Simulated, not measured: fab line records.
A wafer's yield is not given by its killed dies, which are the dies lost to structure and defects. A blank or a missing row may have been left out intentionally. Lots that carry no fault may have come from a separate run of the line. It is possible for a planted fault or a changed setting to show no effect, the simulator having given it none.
Which of the tools did it? -- flow n5_finfet -- 12 lots with 33 wafers sampled at 5 steps, on a route of 1938 steps

WHAT THE GAUGES READ, wafer by wafer
The record holds no reading of a measuring or inspecting step that can be judged against a usual standard deviation.

WHICH TOOL RAN EACH LOT (tool, then ch and the chambers of the sampled wafers, then the start)
lot,N5_BEOL_M9_SPUTTER_48,N5_PASSIVATION_SPUTTER_20,N5_PASSIVATION_STRIP_34,N5_PASSIVATION_PECVD_35,N5_PASSIVATION_PROBE_49
L214,"pvd_sputter-03, day 14 04:39","pvd_sputter-03, day 16 11:44","rie_diel-05 ch 1,2, day 16 13:08","pecvd-03 ch 0,2, day 16 13:44",-
L212,"pvd_sputter-02, day 14 10:31","pvd_sputter-01, day 16 18:42","rie_diel-04 ch 1,2,3, day 16 20:25","pecvd-01 ch 0,2, day 16 21:02",-
L213,"pvd_sputter-03, day 14 11:03","pvd_sputter-01, day 16 21:47","rie_diel-01 ch 0,1, day 16 23:30","pecvd-01 ch 1,2, day 17 00:07",-
L215,"pvd_sputter-02, day 14 19:32","pvd_sputter-02, day 17 02:10","rie_diel-04 ch 0, day 17 03:33","pecvd-01 ch 0,2, day 17 04:10",-
L216,"pvd_sputter-02, day 14 20:01","pvd_sputter-02, day 17 01:40","rie_diel-05 ch 0,1, day 17 03:03","pecvd-01 ch 0,2, day 17 03:43","prober-02, day 17 07:32"
L221,"pvd_sputter-03, day 15 16:54","pvd_sputter-02, day 17 18:01","rie_diel-04 ch 1,3, day 17 19:32","pecvd-03 ch 1,2, day 17 20:12","prober-02, day 18 00:08"
L224,"pvd_sputter-03, day 16 12:14","pvd_sputter-02, day 18 19:47","rie_diel-04 ch 1,2, day 18 21:08","pecvd-01 ch 0,1,2, day 18 21:45","prober-01, day 19 01:32"
L227,"pvd_sputter-03, day 17 05:37","pvd_sputter-01, day 19 12:43","rie_diel-01 ch 2,3, day 19 14:11","pecvd-04 ch 0,1,2, day 19 14:48",-
L229,"pvd_sputter-01, day 17 06:19","pvd_sputter-01, day 19 12:23","rie_diel-01 ch 0,2, day 19 13:38","pecvd-01 ch 0,1, day 19 14:20",-
L230,"pvd_sputter-03, day 17 18:20","pvd_sputter-01, day 19 22:44","rie_diel-01 ch 0,1,3, day 20 00:04","pecvd-04 ch 0,2, day 20 00:41",-
L232,"pvd_sputter-03, day 18 21:04","pvd_sputter-03, day 20 21:24","rie_diel-01 ch 1,3, day 20 22:40","pecvd-03 ch 1,2, day 20 23:16",-
L234,"pvd_sputter-03, day 19 05:17","pvd_sputter-03, day 21 15:14","rie_diel-04 ch 0,3, day 21 16:37","pecvd-01 ch 0,1,2, day 21 17:17","prober-02, day 21 21:20"
- N5_BEOL_M9_SPUTTER_48: material Cu, target thk 12 nm, time 2 s.
- N5_PASSIVATION_SPUTTER_20: material TaN, target thk 50 nm.
- N5_PASSIVATION_STRIP_34: strips in O2.
- N5_PASSIVATION_PECVD_35: deposits SiNx from SiH4/NH3/N2, target thk 700 nm, time 151.3 s.
- N5_PASSIVATION_PROBE_49

WHAT THE TOOLS THEMSELVES READ (means of the sampled wafers that have a number; where no wafer has one, the mark that the record gives instead)
N5_BEOL_M9_SPUTTER_48. Usual: chuck_sensor_temp_C -16.2 C, standard deviation 0.48; throttle_valve_pct 30.1 %, standard deviation 1.2.
lot,tool,chuck_sensor_temp_C (C),throttle_valve_pct (%),flag
L214,pvd_sputter-03,-16.7,30.0,
L212,pvd_sputter-02,-16.3,30.5,
L213,pvd_sputter-03,-16.3,30.9,
L215,pvd_sputter-02,-16.1,30.2,
L216,pvd_sputter-02,-15.7,29.0,
L221,pvd_sputter-03,-16.6,29.0,
L224,pvd_sputter-03,-16.2,31.5,
L227,pvd_sputter-03,-16.9,28.9,
L229,pvd_sputter-01,-15.6,30.1,
L230,pvd_sputter-03,-16.4,29.5,
L232,pvd_sputter-03,-16.4,29.1,
L234,pvd_sputter-03,-16.5,30.7,

N5_PASSIVATION_SPUTTER_20. Usual: throttle_valve_pct at 30.3 %, with a standard deviation of 1.2.
lot,tool,throttle_valve_pct (%),flag
L214,pvd_sputter-03,30.1,
L212,pvd_sputter-01,30.2,
L213,pvd_sputter-01,29.6,
L215,pvd_sputter-02,30.5,
L216,pvd_sputter-02,29.8,
L221,pvd_sputter-02,30.1,
L224,pvd_sputter-02,29.4,
L227,pvd_sputter-01,30.1,
L229,pvd_sputter-01,31.8,
L230,pvd_sputter-01,30.2,
L232,pvd_sputter-03,29.0,
L234,pvd_sputter-03,29.1,

N5_PASSIVATION_STRIP_34. Usual: drypump_motor_current_A 5.9 A, standard deviation 0.43; oes_product_au 0.82 a.u., standard deviation 0.077; rf_vpp_V 3.8 V, standard deviation 1.5; showerhead_plenum_p_Torr 2.10 Torr, standard deviation 0.059; throttle_valve_pct 16.58 %, standard deviation 0.19.
lot,tool,drypump_motor_current_A (A),oes_product_au (a.u.),rf_vpp_V (V),showerhead_plenum_p_Torr (Torr),throttle_valve_pct (%),flag
L214,rie_diel-05,6.0,0.80,3.9,2.17,16.66,
L212,rie_diel-04,5.9,0.84,4.1,2.11,16.54,
L213,rie_diel-01,6.0,0.83,4.7,2.10,16.76,
L215,rie_diel-04,5.1,0.86,3.1,2.04,16.59,
L216,rie_diel-05,6.0,0.76,5.1,2.20,16.66,
L221,rie_diel-04,5.9,0.88,3.9,2.13,16.51,
L224,rie_diel-04,5.9,0.74,2.6,2.07,16.65,
L227,rie_diel-01,5.8,0.90,2.7,2.05,16.25,
L229,rie_diel-01,5.9,0.80,3.2,2.10,16.45,
L230,rie_diel-01,6.2,0.83,3.9,2.09,16.60,
L232,rie_diel-01,6.3,0.89,3.3,2.06,16.48,
L234,rie_diel-04,5.3,0.82,2.9,2.06,16.62,

N5_PASSIVATION_PECVD_35. Usual: heater_power_w 350 W, standard deviation 140; showerhead_plenum_p_Torr 8.69 Torr, standard deviation 0.081; throttle_valve_pct 29.3 %, standard deviation 1.4.
lot,tool,heater_power_w (W),showerhead_plenum_p_Torr (Torr),throttle_valve_pct (%),flag
L214,pecvd-03,282,8.71,29.3,
L212,pecvd-01,313,8.69,30.0,
L213,pecvd-01,275,8.75,27.6,
L215,pecvd-01,274,8.68,29.3,
L216,pecvd-01,265,8.70,29.5,
L221,pecvd-03,346,8.76,29.1,
L224,pecvd-01,354,8.74,28.9,
L227,pecvd-04,520,8.61,29.5,
L229,pecvd-01,426,8.73,29.4,
L230,pecvd-04,623,8.67,28.5,
L232,pecvd-03,305,8.70,30.1,
L234,pecvd-01,345,8.74,28.8,

N5_PASSIVATION_PROBE_49. Usual: defect_limited_yield 91.1 %, standard deviation 1.4; killed_at_M0_to_M3 34, standard deviation 9.6; killed_at_M4_up 15, standard deviation 5.3; killed_at_contacts 12, standard deviation 6.1; killed_at_front_end 40, standard deviation 11; killed_at_other 3.5, standard deviation 2.8; killed_dies 105, standard deviation 17; killed_on_rim 14, standard deviation 4.3; killed_open 70, standard deviation 12; killed_short 34, standard deviation 7.7; sort_bin_4_leakage 0.01 %, standard deviation 0.07; sort_bin_5_function 5.2 %, standard deviation 0.97; sort_bin_6_memory 3.4 %, standard deviation 0.62; sort_bin_8_speed 0.00 %, standard deviation 0.023; sort_n_pass 1075, standard deviation 17; sort_yield_pct 91.1 %, standard deviation 1.4.
lot,tool,defect_limited_yield (%),killed_at_M0_to_M3,killed_at_M4_up,killed_at_contacts,killed_at_front_end,killed_at_other,killed_dies,killed_on_rim,killed_open,killed_short,sort_bin_4_leakage (%),sort_bin_5_function (%),sort_bin_6_memory (%),sort_bin_8_speed (%),sort_n_pass,sort_yield_pct (%),flag
L216,prober-02,87.4,34,70,8,34,2.5,148,25,60,26,0.00,7.0,3.9,0.00,1032,87.4,OFF
L221,prober-02,91.5,25,18,17,34,6.0,101,11,69,29,0.00,4.8,3.4,0.00,1079,91.5,
L224,prober-01,91.4,36,18,18,27,2.3,102,13,70,32,0.00,5.2,3.3,0.00,1078,91.4,
L234,prober-02,91.3,33,11,7,46,5.3,103,11,63,39,0.00,5.1,3.2,0.00,1077,91.3,

THE ANSWER, worked out from the rows above alone
Rule: lot off if the mean of its wafers having a number is beyond 3 standard deviations from the usual mean. A lot without any number at a reading at which 4 lots or more have one is off too. The other lots that the step has rows for count as sound. First the gauges in route order, then the tools' own readings, where a lot's mean is used as printed above. At the first step where some lot is off, the reading lying furthest off is the one used; lots without a number count as furthest.
Off: L216, at N5_PASSIVATION_PROBE_49 (killed_at_M4_up). Neither off nor sound, because the step has no rows for them: L214, L212, L213, L215, L227, L229, L230, L232.
If a tool, at that step or one of the process steps before it, ran each lot that is off and ran no sound lot following the first of them, it fits. This does not decide it: 2 tools fit, namely pvd_sputter-02 at N5_BEOL_M9_SPUTTER_48 and rie_diel-05 at N5_PASSIVATION_STRIP_34.

WHAT WAS PUT IN BY THE SIMULATOR
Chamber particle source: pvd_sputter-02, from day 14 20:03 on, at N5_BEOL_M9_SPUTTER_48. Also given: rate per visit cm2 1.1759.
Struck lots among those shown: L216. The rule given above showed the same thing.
